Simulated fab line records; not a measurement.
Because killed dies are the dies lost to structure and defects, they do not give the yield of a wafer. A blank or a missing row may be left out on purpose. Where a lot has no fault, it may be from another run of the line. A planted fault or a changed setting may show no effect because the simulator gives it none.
Matching of chambers -- flow n5_finfet -- N5_ILD0_LINER_00 on ald_sin-02 has 4 sister chambers
The step material SiNx, target thk 4 nm, pulse time 1 s, purge time 2 s. 4 wafers are shown with their chamber, then 9 later ones without.

## EACH WAFER AND ITS CHAMBER
wafer,chamber,heater_power_w (W)
L080.4,3,913
L082.6,0,915
L088.2,2,888
L088.5,1,757

## WAFERS WITHOUT THEIR CHAMBER
wafer,heater_power_w (W)
L091.1,908
L091.3,775
L091.6,896
L093.3,858
L093.4,908
L093.5,908
L095.1,901
L095.2,767
L095.5,774

## EACH ONE'S CHAMBER
wafer,from the rows above,in truth
L091.1,can't be placed: 3 or 0 or 2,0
L091.3,1,1
L091.6,can't be placed: 2 or 3 or 0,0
L093.3,can't be placed: 2 or 3 or 0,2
L093.4,can't be placed: 3 or 0 or 2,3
L093.5,can't be placed: 3 or 0 or 2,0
L095.1,can't be placed: 3 or 2 or 0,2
L095.2,1,1
L095.5,1,1
Placed correctly: 3 of 9. Not placeable from these rows: 6 (in 6, the candidates include the true chamber). Wrongly placed: 0.
How it was worked out, from the rows above alone: a wafer's distance from a chamber is the root of the sum, over the readings, of the square of ((its reading less the chamber's mean) divided by the reading's scatter). If the next closest chamber is less than 2 further off than the closest, the wafer can't be placed; otherwise it belongs to the closest. A chamber's mean is the mean of its shown wafers. The scatter: with one shown wafer a chamber, the root of the mean of the squares of how far each hidden wafer lies from its nearest shown one.
